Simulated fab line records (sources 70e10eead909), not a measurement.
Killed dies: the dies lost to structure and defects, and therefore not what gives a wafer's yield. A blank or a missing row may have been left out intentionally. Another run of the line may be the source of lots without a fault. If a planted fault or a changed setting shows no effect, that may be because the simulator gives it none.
fab line records	flow nand-harc
[record] lots = 24	wafers = 72	last-day = 33
route steps=1302 shown A_WL_FILL@954 A_CONTACT@998
lots that met no fault: from a run of the same line without faults
start-h: the number of hours between the record's first day and the start of the first shown wafer of the lot	wait-h: hours elapsed since this lot's preceding step	" repeats the value in the row above	L1.1+2: one row covering several wafers at once	- no value, or no start given	* or withheld: withheld	< > ~ a bound
route shown NAME@n: names a module that has steps shown in the file, with the first one's number in the route	usual: average and standard deviation across the fault-free wafers	same: alike in all rows	chamber/n: place in a boat	sites: the reading at each site	_std_site: how widely they spread, as a standard deviation	_edge_site: mean of outer sites minus mean of inner sites	radius-mm: for every site, how far away it sits from the centre of the wafer	mask NAME#n: copy n	behind: the last tool/chamber to shape the wafer	hold: cause of the lot's hold/its duration in hours/its outcome	device: names the non-switching transistor (n, p or np)	end of line: tests of these same wafers at the route's end	a step given without rows: its recipe and nothing more	killed: count of dies lost to structure and defects at first sort (not the wafer's yield)	map: shows each die of a wafer: x if killed, . if not, _ if none is there
set.NAME: the setting the step ran with; set.NAME@STEP: the setting that earlier step ran with	model.NAME: the simulator's own value behind a step, which no gauge read
a sample of lots followed through the steps of the route, with each step as a table and each wafer as a row
services: a tool's chamber out of use, with start hour (start-h, from the record's first day; less than 0 if before it), hours out, and reason
[[steps]]
[step NHARC_A_WL_FILL_ALD_02]
[recipe] target-thk-a = 20	pulse-time-s = 3	ald-cycles = 100	temp-c = 450	material = TiN
[usual] heater-power-w = 1032/100	precursor-pulse-height-rel = 0.999/0.02
lot.wafer	tool	chamber	start-h	wait-h	heater-power-w	precursor-pulse-height-rel
L075.2	ald-metal-03	1	463.50	0.2	889	1.031
L075.1	"	0	"	"	1038	0.987
L075.6	"	1	"	"	884	0.985
L074.2	ald-metal-01	3	466.66	0.2	1171	1.004
L074.1	"	1	"	"	1163	1.032
L074.5	"	3	"	"	1202	0.996
L077.2	ald-metal-03	1	481.96	0.2	878	1.032
L077.1	"	0	"	"	1001	1.000
L077.6	"	1	"	"	884	1.001
L076.1	ald-metal-02	3	482.09	0.2	883	1.014
L076.3	"	1	"	"	1005	1.001
L076.2	"	2	"	"	1162	1.016
L078.2	ald-metal-01	3	495.63	0.2	1229	0.988
L078.3	"	0	"	"	999	0.996
L078.6	"	1	"	"	1091	1.018
L080.1	ald-metal-01	2	506.49	0.2	986	0.987
L080.3	"	3	"	"	1190	0.978
L080.2	"	1	"	"	1140	0.982
L081.2	ald-metal-02	3	529.16	0.2	895	1.008
L081.4	"	1	"	"	976	0.999
L081.3	"	2	"	"	1176	0.961
L079.4	ald-metal-03	2	529.18	0.1	1141	0.966
L079.2	"	3	"	"	995	1.001
L079.5	"	2	"	"	1092	0.982
L082.2	ald-metal-02	3	549.27	0.2	888	0.978
L082.1	"	0	"	"	1165	0.982
L082.5	"	2	"	"	1149	0.985
L083.3	ald-metal-03	0	549.30	0.2	1015	0.995
L083.4	"	2	"	"	1070	0.972
L083.6	"	3	"	"	1015	1.012
L084.4	ald-metal-02	2	573.90	0.1	1173	0.998
L084.5	"	1	"	"	967	1.009
L084.6	"	2	"	"	1149	0.982
L087.1	ald-metal-02	2	583.67	0.2	1185	1.015
L087.4	"	3	"	"	867	0.968
L087.6	"	3	"	"	891	0.986
L085.2	ald-metal-03	3	583.89	0.2	1048	1.007
L085.6	"	3	"	"	1056	0.987
L085.5	"	0	"	"	1001	0.987
L086.3	ald-metal-03	0	593.48	0.1	997	1.006
L086.5	"	2	"	"	1036	0.993
L086.4	"	3	"	"	1064	0.972
L089.2	ald-metal-01	0	606.25	0.2	943	1.011
L089.6	"	3	"	"	1166	1.038
L089.5	"	0	"	"	951	0.989
L088.3	ald-metal-03	1	610.04	0.2	906	0.990
L088.6	"	3	"	"	1093	1.022
L088.5	"	0	"	"	1011	1.018
L090.4	ald-metal-02	3	626.28	0.1	875	1.004
L090.1	"	0	"	"	1140	0.982
L090.2	"	1	"	"	935	1.029
L091.4	ald-metal-02	0	627.86	0.1	1106	1.043
L091.1	"	1	"	"	921	0.999
L091.3	"	2	"	"	1148	1.007
L092.4	ald-metal-01	1	638.27	0.2	1104	0.981
L092.1	"	2	"	"	999	1.009
L092.5	"	0	"	"	946	0.977
L093.1	ald-metal-03	2	642.31	0.2	1021	1.013
L093.2	"	3	"	"	1074	1.008
L093.4	"	0	"	"	1019	0.992
L094.3	ald-metal-03	0	668.24	0.1	1022	0.999
L094.4	"	1	"	"	909	0.992
L094.6	"	1	"	"	894	0.986
L095.4	ald-metal-02	2	668.25	0.1	1141	1.001
L095.1	"	3	"	"	877	1.001
L095.2	"	0	"	"	1128	0.990
L097.4	ald-metal-01	1	675.38	0.1	1118	0.952
L097.2	"	2	"	"	972	0.988
L097.3	"	3	"	"	1183	0.974
L096.2	ald-metal-02	1	683.01	0.2	924	1.032
L096.3	"	3	"	"	885	1.011
L096.6	"	1	"	"	921	0.981
[step NHARC_A_CONTACT_OVL_MEAS_43]
[usual] overlay-x-nm = -0.2/0.82	overlay-y-nm = -0.3/0.7
lot.wafer	tool	chamber	start-h	wait-h	overlay-x-nm	overlay-y-nm
L074.1	overlay-02	-	488.01	-	0.0	1.0
L074.2	"	-	"	"	0.5	1.5
L074.5	"	-	"	"	-0.4	1.0
L075.1	overlay-01	-	488.43	-	-0.5	-1.1
L075.2	"	-	"	"	0.0	-1.0
L075.6	"	-	"	"	-0.1	-1.0
L077.1	overlay-01	-	506.75	-	-1.0	-1.3
L077.2	"	-	"	"	-1.0	-0.8
L077.6	"	-	"	"	-1.1	-1.7
L076.1	overlay-01	-	507.25	-	-1.7	0.0
L076.2	"	-	"	"	-1.2	0.1
L076.3	"	-	"	"	-1.7	0.3
L078.2	overlay-01	-	522.12	-	-0.1	0.7
L078.3	"	-	"	"	-0.5	1.0
L078.6	"	-	"	"	0.2	-0.4
L080.1	overlay-02	-	530.07	-	0.3	0.1
L080.2	"	-	"	"	0.7	0.1
L080.3	"	-	"	"	0.5	-0.1
L081.2	overlay-02	-	553.81	-	0.4	-0.8
L081.3	"	-	"	"	-0.4	-1.3
L081.4	"	-	"	"	0.0	-0.7
L079.2	overlay-01	-	554.35	-	0.1	-0.6
L079.4	"	-	"	"	0.3	-1.1
L079.5	"	-	"	"	0.0	-0.7
L082.1	overlay-02	-	572.73	-	-0.7	0.3
L082.2	"	-	"	"	-0.9	0.3
L082.5	"	-	"	"	-0.6	0.4
L083.3	overlay-01	-	574.31	-	0.1	0.6
L083.4	"	-	"	"	-0.8	-0.4
L083.6	"	-	"	"	-0.3	-0.2
L084.4	overlay-02	-	597.97	-	0.6	-0.3
L084.5	"	-	"	"	0.3	-0.9
L084.6	"	-	"	"	0.3	-0.6
L085.2	overlay-02	-	608.72	-	1.4	-0.1
L085.5	"	-	"	"	0.8	-0.8
L085.6	"	-	"	"	0.6	0.0
L087.1	overlay-01	-	608.88	-	-1.6	0.8
L087.4	"	-	"	"	-1.0	0.7
L087.6	"	-	"	"	-1.5	1.1
L086.3	overlay-02	-	618.65	-	-1.1	-1.1
L086.4	"	-	"	"	-0.5	-1.1
L086.5	"	-	"	"	-0.5	-0.3
L089.2	overlay-01	-	635.41	-	0.8	-0.8
L089.5	"	-	"	"	0.6	-1.1
L089.6	"	-	"	"	0.9	-0.6
L088.3	overlay-02	-	635.77	-	0.7	0.1
L088.5	"	-	"	"	0.8	-0.4
L088.6	"	-	"	"	0.8	0.2
L091.1	overlay-01	-	651.02	-	0.2	-0.8
L091.3	"	-	"	"	0.1	-1.4
L091.4	"	-	"	"	0.1	-1.2
L090.1	overlay-02	-	651.30	-	-1.5	0.2
L090.2	"	-	"	"	-0.9	0.3
L090.4	"	-	"	"	-1.4	0.1
L092.1	overlay-02	-	662.11	-	-0.9	0.3
L092.4	"	-	"	"	-1.1	-0.2
L092.5	"	-	"	"	-1.0	0.1
L093.1	overlay-01	-	668.38	-	1.4	-1.0
L093.2	"	-	"	"	0.7	-1.1
L093.4	"	-	"	"	1.7	-0.7
L095.1	overlay-02	-	692.02	-	0.1	0.0
L095.2	"	-	"	"	-0.2	0.2
L095.4	"	-	"	"	0.0	0.0
L094.3	overlay-02	-	692.18	-	-1.9	0.5
L094.4	"	-	"	"	-1.1	0.2
L094.6	"	-	"	"	-1.2	0.8
L097.2	overlay-02	-	698.67	-	-0.9	-0.7
L097.3	"	-	"	"	-0.6	-1.2
L097.4	"	-	"	"	-0.8	-1.2
L096.2	overlay-01	-	709.69	-	0.4	-0.4
L096.3	"	-	"	"	0.7	0.5
L096.6	"	-	"	"	0.1	-0.5
[step NHARC_A_CONTACT_ETCH_50]
[recipe] target-depth-a = 1210	time-s = 60.5	cf4-flow-sccm = 100	chf3-flow-sccm = 30	ar-flow-sccm = 0	rf-w = 500	bias-w = 200	chemistry = CF4/CHF3
[usual] drypump-motor-current-A = 5.9/0.34	oes-product-au = 0.955/0.023	rf-fwd-power-W = 494.1/2.4	rf-vpp-V = 370.3/1.7	showerhead-plenum-p-Torr = 1.57/0.045	throttle-valve-pct = 16.803/0.0081
lot.wafer	tool	chamber	start-h	wait-h	drypump-motor-current-A	oes-product-au	rf-fwd-power-W	rf-hours-counter-h	rf-vpp-V	showerhead-plenum-p-Torr	throttle-valve-pct
L074.1	rie-diel-10	1	-	-	5.0	0.966	488.5	21	369.8	1.59	16.794
L074.2	"	3	"	"	6.2	0.973	495.7	19	368.7	1.54	16.801
L074.5	"	1	"	"	5.0	0.973	487.7	-	372.2	1.59	16.808
L075.2	rie-diel-11	0	-	-	5.8	0.965	496.3	6	370.0	1.54	16.806
L075.1	"	1	"	"	6.0	0.972	495.8	5	370.3	1.60	16.796
L075.6	"	2	"	"	5.3	0.957	494.8	-	372.8	1.61	16.795
L077.2	rie-diel-10	2	-	-	5.7	0.931	498.0	20	369.7	1.54	16.794
L077.1	"	1	"	"	5.0	0.919	491.1	27	370.7	1.59	16.807
L077.6	"	2	"	"	5.7	0.921	497.8	-	368.9	1.54	16.816
L076.3	rie-diel-10	0	-	-	5.8	0.944	494.9	26	368.9	1.53	16.808
L076.1	"	1	"	"	5.0	0.937	490.2	29	370.4	1.59	16.818
L076.2	"	3	"	"	6.2	0.930	494.3	27	368.3	1.54	16.810
L078.2	rie-diel-10	1	-	-	5.0	0.917	492.4	32	370.2	1.59	16.798
L078.3	"	0	"	"	5.7	0.919	495.0	31	370.1	1.53	16.805
L078.6	"	2	"	"	5.7	0.967	494.5	-	369.1	1.54	16.795
L080.1	rie-diel-11	1	-	-	6.0	0.972	494.8	13	372.0	1.60	16.793
L080.2	"	3	"	"	6.2	0.993	496.9	13	372.6	1.65	16.804
L080.3	"	0	"	"	5.8	0.975	497.2	13	369.5	1.54	16.794
L081.4	rie-diel-11	1	-	-	6.0	0.980	494.3	17	369.9	1.60	16.801
L081.2	"	2	"	"	5.4	0.974	491.9	13	372.1	1.61	16.792
L081.3	"	0	"	"	5.8	0.974	496.3	17	369.6	1.54	16.811
L079.4	rie-diel-09	1	-	-	6.2	0.966	491.7	12	370.1	1.53	16.809
L079.2	"	2	"	"	6.1	0.994	493.7	17	366.6	1.47	16.803
L079.5	"	1	"	"	6.2	0.957	489.5	-	369.0	1.53	16.793
L082.1	rie-diel-11	1	-	-	6.0	0.959	493.5	20	370.9	1.60	16.797
L082.2	"	0	"	"	5.8	0.954	492.9	19	369.7	1.54	16.819
L082.5	"	2	"	"	5.3	0.989	490.8	-	370.3	1.61	16.799
L083.3	rie-diel-11	2	-	-	5.4	0.956	492.4	16	371.8	1.60	16.807
L083.4	"	1	"	"	6.0	0.956	497.5	21	372.3	1.60	16.794
L083.6	"	3	"	"	6.2	0.994	494.0	-	372.5	1.64	16.791
L084.4	rie-diel-09	0	-	-	6.0	0.987	495.8	37	369.4	1.54	16.802
L084.5	"	3	"	"	5.8	0.966	496.9	-	371.0	1.56	16.794
L084.6	"	0	"	"	6.1	0.982	495.0	-	368.4	1.54	16.797
L085.2	rie-diel-11	0	-	-	5.8	0.950	496.5	25	370.6	1.54	16.807
L085.5	"	2	"	"	5.4	0.985	491.5	-	371.1	1.60	16.805
L085.6	"	3	"	"	6.2	0.970	493.2	-	373.2	1.64	16.803
L087.1	rie-diel-09	3	-	-	5.8	0.913	496.4	37	370.3	1.56	16.799
L087.4	"	0	"	"	6.1	0.947	492.1	42	368.9	1.54	16.809
L087.6	"	3	"	"	5.8	0.915	496.3	-	369.7	1.56	16.814
L086.4	rie-diel-09	1	-	-	6.2	0.920	487.7	37	368.6	1.52	16.806
L086.3	"	0	"	"	6.0	0.953	492.4	45	369.1	1.54	16.801
L086.5	"	1	"	"	6.2	0.926	488.4	-	369.6	1.52	16.796
L089.2	rie-diel-11	1	-	-	6.0	0.936	494.1	3	370.6	1.59	16.809
L089.6	"	2	"	"	5.4	0.974	492.1	-	370.5	1.60	16.805
L089.5	"	3	"	"	6.2	0.967	494.1	-	373.3	1.64	16.805
L088.3	rie-diel-09	1	-	-	6.2	0.920	491.4	44	369.3	1.52	16.811
L088.5	"	0	"	"	6.0	0.937	495.8	-	369.4	1.54	16.793
L088.6	"	1	"	"	6.2	0.928	490.4	-	370.3	1.52	16.805
L091.1	rie-diel-11	0	-	-	5.8	0.970	494.5	5	369.9	1.54	16.811
L091.3	"	1	"	"	6.0	0.941	494.3	5	372.1	1.59	16.803
L091.4	"	2	"	"	5.3	0.969	490.8	7	371.0	1.60	16.803
L090.2	rie-diel-09	1	-	-	6.2	0.922	491.7	51	368.7	1.52	16.808
L090.1	"	2	"	"	6.2	0.932	494.7	43	366.7	1.47	16.814
L090.4	"	0	"	"	6.0	0.940	495.0	60	368.5	1.53	16.796
L092.4	rie-diel-11	2	-	-	5.4	0.957	490.7	9	370.8	1.60	16.794
L092.1	"	3	"	"	6.3	0.954	496.5	9	372.6	1.64	16.790
L092.5	"	3	"	"	6.2	0.950	496.4	-	373.0	1.64	16.793
L093.1	rie-diel-11	0	-	-	5.7	0.931	495.8	9	369.3	1.54	16.801
L093.4	"	1	"	"	6.0	0.914	494.9	9	372.8	1.59	16.800
L093.2	"	2	"	"	5.3	0.920	490.8	11	372.9	1.60	16.807
L095.1	rie-diel-09	0	-	-	6.0	0.973	496.5	5	369.0	1.53	16.801
L095.2	"	3	"	"	5.8	0.953	498.8	5	368.2	1.55	16.809
L095.4	"	3	"	"	5.8	0.952	497.2	-	370.6	1.55	16.802
L094.3	rie-diel-09	1	-	-	6.2	0.932	490.4	4	367.8	1.52	16.808
L094.6	"	3	"	"	5.8	0.934	497.0	-	370.7	1.55	16.795
L094.4	"	0	"	"	6.0	0.958	496.1	-	369.0	1.53	16.793
L097.3	rie-diel-11	1	-	-	6.0	0.975	493.1	14	371.5	1.59	16.799
L097.4	"	2	"	"	5.4	0.951	492.2	17	372.4	1.60	16.795
L097.2	"	3	"	"	6.2	0.972	494.6	14	372.5	1.64	16.814
L096.3	rie-diel-11	2	-	-	5.4	0.957	493.3	19	371.4	1.60	16.798
L096.2	"	3	"	"	6.2	0.983	492.6	17	373.1	1.64	16.789
L096.6	"	1	"	"	6.0	0.953	494.3	-	371.0	1.59	16.799
[step NHARC_A_CONTACT_ETCH_113]
[recipe] source-w = withheld	pressure-mtorr = 20	bias-v = 3000	time-s = 190	target-depth-a = 18500	ar-flow-sccm = withheld	c4f8-flow-sccm = withheld	o2-flow-sccm = withheld	chemistry = C4F8/O2/Ar
lot.wafer	tool	chamber	start-h	wait-h	rf-hours-counter-h
L074.1	har-cap-etch-02	0	490.33	0.1	81
L074.2	"	1	"	"	81
L074.5	"	0	"	"	-
L075.2	har-cap-etch-01	1	490.72	0.1	118
L075.1	"	0	"	"	118
L075.6	"	1	"	"	-
L077.2	har-cap-etch-03	0	509.09	0.1	41
L077.1	"	1	"	"	41
L077.6	"	1	"	"	-
L076.1	har-cap-etch-02	1	510.41	0.1	87
L076.2	"	0	"	"	87
L076.3	"	0	"	"	-
L078.2	har-cap-etch-01	0	524.49	0.1	2
L078.3	"	0	"	"	-
L078.6	"	0	"	"	-
L080.2	har-cap-etch-01	1	532.38	0.1	4
L080.1	"	0	"	"	4
L080.3	"	1	"	"	-
L081.2	har-cap-etch-02	1	556.13	0.1	95
L081.3	"	0	"	"	-
L081.4	"	1	"	"	-
L079.2	har-cap-etch-01	1	556.67	0.1	8
L079.4	"	1	"	"	-
L079.5	"	0	"	"	-
L082.1	har-cap-etch-01	1	575.03	0.1	10
L082.2	"	0	"	"	10
L082.5	"	1	"	"	-
L083.3	har-cap-etch-03	0	576.80	0.1	-
L083.4	"	1	"	"	-
L083.6	"	1	"	"	-
L084.4	har-cap-etch-01	0	600.34	0.1	-
L084.6	"	1	"	"	-
L084.5	"	0	"	"	-
L085.2	har-cap-etch-02	0	611.01	0.1	104
L085.5	"	0	"	"	-
L085.6	"	1	"	"	-
L087.1	har-cap-etch-01	1	611.17	0.1	18
L087.4	"	0	"	"	-
L087.6	"	0	"	"	-
L086.4	har-cap-etch-02	0	621.08	0.1	-
L086.3	"	1	"	"	-
L086.5	"	0	"	"	-
L089.2	har-cap-etch-01	1	637.82	0.1	23
L089.6	"	0	"	"	-
L089.5	"	1	"	"	-
L088.3	har-cap-etch-02	1	638.74	0.1	-
L088.5	"	0	"	"	-
L088.6	"	1	"	"	-
L091.1	har-cap-etch-03	0	653.36	0.1	64
L091.4	"	1	"	"	-
L091.3	"	0	"	"	-
L090.1	har-cap-etch-01	0	653.59	0.1	27
L090.2	"	1	"	"	27
L090.4	"	1	"	"	-
L092.1	har-cap-etch-02	0	664.44	0.1	116
L092.4	"	1	"	"	-
L092.5	"	0	"	"	-
L093.2	har-cap-etch-01	0	670.67	0.1	31
L093.1	"	1	"	"	31
L093.4	"	0	"	"	-
L095.2	har-cap-etch-02	1	694.93	0.1	121
L095.1	"	0	"	"	121
L095.4	"	0	"	"	-
L094.3	har-cap-etch-03	0	696.11	0.1	-
L094.4	"	1	"	"	-
L094.6	"	0	"	"	-
L097.2	har-cap-etch-01	0	700.97	0.1	36
L097.3	"	0	"	"	-
L097.4	"	1	"	"	-
L096.2	har-cap-etch-01	0	711.99	0.1	39
L096.3	"	0	"	"	-
L096.6	"	0	"	"	-
[step NHARC_A_CONTACT_DEP_58]
[recipe] target-thk-a = 900	target-thk-nm = 90	temp-c = 400	pressure-torr = 3.5	flow-sccm = 200	rf-w = 350	material = SiON
[usual] heater-power-w = 760/95	rf-fwd-power-W = 348.6/1.2
lot.wafer	tool	chamber	start-h	wait-h	heater-power-w	rf-fwd-power-W
L074.1	pecvd-02	2	501.67	2.7	664	347.9
L074.2	"	1	"	"	688	346.2
L074.5	"	1	"	"	676	347.0
L075.2	pecvd-02	1	502.09	2.2	741	347.5
L075.1	"	2	"	"	649	346.7
L075.6	"	2	"	"	629	345.7
L077.1	pecvd-03	1	517.45	2.6	749	347.2
L077.2	"	0	"	"	712	349.2
L077.6	"	2	"	"	768	349.4
L076.1	pecvd-03	0	518.27	2.7	755	348.4
L076.2	"	1	"	"	826	346.4
L076.3	"	2	"	"	734	349.0
L078.3	pecvd-01	1	531.75	1.6	967	349.4
L078.2	"	0	"	"	692	350.1
L078.6	"	1	"	"	982	349.5
L080.1	pecvd-03	2	539.47	2.7	704	346.9
L080.2	"	0	"	"	640	348.7
L080.3	"	1	"	"	842	347.3
L081.2	pecvd-01	2	563.21	2.2	739	350.4
L081.3	"	0	"	"	702	352.1
L081.4	"	1	"	"	871	348.4
L079.2	pecvd-03	0	565.52	2.2	597	350.2
L079.5	"	1	"	"	798	346.5
L079.4	"	0	"	"	623	349.2
L082.2	pecvd-03	2	582.17	2.2	811	349.2
L082.1	"	0	"	"	679	347.8
L082.5	"	0	"	"	696	349.0
L083.3	pecvd-03	0	585.11	1.6	687	348.9
L083.6	"	0	"	"	689	347.3
L083.4	"	1	"	"	896	346.5
L084.5	pecvd-03	1	607.45	0.6	926	347.5
L084.4	"	2	"	"	693	348.5
L084.6	"	0	"	"	650	346.2
L085.2	pecvd-01	1	620.23	2.3	958	348.0
L085.6	"	2	"	"	655	349.3
L085.5	"	1	"	"	998	348.4
L087.1	pecvd-03	2	622.96	2.7	719	349.2
L087.6	"	1	"	"	855	349.5
L087.4	"	2	"	"	731	348.8
L086.3	pecvd-01	2	630.78	1.6	756	348.9
L086.4	"	0	"	"	684	348.5
L086.5	"	1	"	"	811	348.6
L089.2	pecvd-01	1	645.27	2.2	872	349.0
L089.6	"	1	"	"	892	348.9
L089.5	"	0	"	"	691	350.3
L088.3	pecvd-03	0	646.40	1.8	693	348.5
L088.6	"	2	"	"	817	347.8
L088.5	"	0	"	"	705	348.5
L091.3	pecvd-01	2	660.47	1.7	714	348.8
L091.1	"	0	"	"	729	348.6
L091.4	"	2	"	"	711	349.3
L090.1	pecvd-01	1	663.38	2.7	939	348.4
L090.2	"	0	"	"	651	348.0
L090.4	"	2	"	"	645	349.6
L092.1	pecvd-03	1	673.69	2.8	824	349.5
L092.5	"	0	"	"	576	348.9
L092.4	"	2	"	"	712	349.9
L093.1	pecvd-02	1	679.32	2.7	694	349.5
L093.2	"	0	"	"	878	348.5
L093.4	"	2	"	"	606	347.0
L095.1	pecvd-03	2	702.06	2.7	810	349.1
L095.2	"	0	"	"	709	346.9
L095.4	"	1	"	"	818	346.5
L094.3	pecvd-02	1	703.34	1.7	764	345.7
L094.6	"	0	"	"	924	346.8
L094.4	"	2	"	"	654	346.2
L097.3	pecvd-03	0	710.23	1.6	712	349.8
L097.2	"	1	"	"	901	349.3
L097.4	"	0	"	"	719	348.6
L096.2	pecvd-03	1	719.22	2.2	787	349.9
L096.3	"	2	"	"	794	349.0
L096.6	"	1	"	"	806	348.3
[step NHARC_A_CONTACT_CD_MEAS_69]
[recipe] target-cd-nm = 300	landing-energy-ev = 500
[usual] cd-nm = 300.0/0.78
[same] landing-energy-ev = 500
lot.wafer	tool	chamber	start-h	wait-h	cd-nm
L074.1	cd-sem-01	0	502.39	-	300.3
L074.2	"	0	"	"	299.4
L074.5	"	0	"	"	299.8
L075.1	cd-sem-01	0	502.81	-	299.8
L075.2	"	0	"	"	299.0
L075.6	"	0	"	"	299.0
L077.1	cd-sem-01	0	518.05	-	299.6
L077.2	"	0	"	"	298.5
L077.6	"	0	"	"	299.2
L076.1	cd-sem-01	0	518.99	-	299.6
L076.2	"	0	"	"	301.1
L076.3	"	0	"	"	300.2
L078.2	cd-sem-02	0	532.47	-	300.7
L078.3	"	0	"	"	300.4
L078.6	"	0	"	"	300.8
L080.1	cd-sem-02	0	540.07	-	298.9
L080.2	"	0	"	"	299.0
L080.3	"	0	"	"	299.8
L081.2	cd-sem-01	0	563.78	-	299.8
L081.3	"	0	"	"	298.2
L081.4	"	0	"	"	300.4
L079.2	cd-sem-03	0	566.19	-	300.7
L079.4	"	0	"	"	300.1
L079.5	"	0	"	"	298.7
L082.1	cd-sem-02	0	582.86	-	298.6
L082.2	"	0	"	"	299.1
L082.5	"	0	"	"	299.3
L083.3	cd-sem-03	0	585.73	-	299.9
L083.4	"	0	"	"	300.6
L083.6	"	0	"	"	300.5
L084.4	cd-sem-03	0	607.97	-	300.5
L084.5	"	0	"	"	299.9
L084.6	"	0	"	"	300.3
L085.2	cd-sem-01	0	620.91	-	300.1
L085.5	"	0	"	"	301.8
L085.6	"	0	"	"	299.9
L087.1	cd-sem-02	0	623.65	-	299.9
L087.4	"	0	"	"	298.8
L087.6	"	0	"	"	298.9
L086.3	cd-sem-03	0	631.50	-	299.7
L086.4	"	0	"	"	301.0
L086.5	"	0	"	"	299.3
L089.2	cd-sem-02	0	646.00	-	300.0
L089.5	"	0	"	"	299.1
L089.6	"	0	"	"	300.0
L088.3	cd-sem-02	0	646.97	-	300.0
L088.5	"	0	"	"	299.5
L088.6	"	0	"	"	300.9
L091.1	cd-sem-03	0	661.04	-	300.8
L091.3	"	0	"	"	300.7
L091.4	"	0	"	"	300.3
L090.1	cd-sem-01	0	663.97	-	300.5
L090.2	"	0	"	"	301.3
L090.4	"	0	"	"	300.9
L092.1	cd-sem-03	0	674.25	-	299.5
L092.4	"	0	"	"	300.9
L092.5	"	0	"	"	300.4
L093.1	cd-sem-02	0	679.91	-	299.4
L093.2	"	0	"	"	300.3
L093.4	"	0	"	"	299.3
L095.1	cd-sem-01	0	702.74	-	301.3
L095.2	"	0	"	"	300.5
L095.4	"	0	"	"	299.5
L094.3	cd-sem-02	0	704.04	-	298.8
L094.4	"	0	"	"	300.2
L094.6	"	0	"	"	300.6
L097.2	cd-sem-01	0	710.83	-	300.3
L097.3	"	0	"	"	300.2
L097.4	"	0	"	"	300.9
L096.2	cd-sem-02	0	719.79	-	301.0
L096.3	"	0	"	"	300.7
L096.6	"	0	"	"	300.7
[[services]]
tool	chamber	start-h	hours	kind
har-cap-etch-01	-	465.97	0.8	repair
pecvd-01	-	492.02	13.0	pm
rie-diel-11	2	496.57	14.7	repair
har-cap-etch-01	-	497.00	17.0	pm
rie-diel-09	-	498.74	9.0	pm
pecvd-03	1	503.81	2.6	repair
pecvd-03	-	547.52	13.0	pm
har-cap-etch-02	-	549.52	0.3	repair
rie-diel-09	0	562.55	2.1	repair
ald-metal-03	-	568.01	10.0	pm
rie-diel-11	3	588.91	4.8	repair
har-cap-etch-02	-	591.24	2.4	repair
pecvd-03	0	591.38	9.6	repair
ald-metal-02	-	610.00	10.0	pm
rie-diel-11	-	610.20	9.0	pm
rie-diel-09	2	621.33	18.6	repair
rie-diel-11	3	624.81	5.4	repair
pecvd-03	1	641.89	21.5	repair
rie-diel-09	2	667.18	14.5	repair
rie-diel-09	-	675.97	9.0	pm
rie-diel-11	3	677.12	8.5	repair
rie-diel-09	2	690.94	9.2	repair
ald-metal-02	-	702.97	2.2	repair
rie-diel-09	1	706.54	6.6	repair
[[key]]
fault none
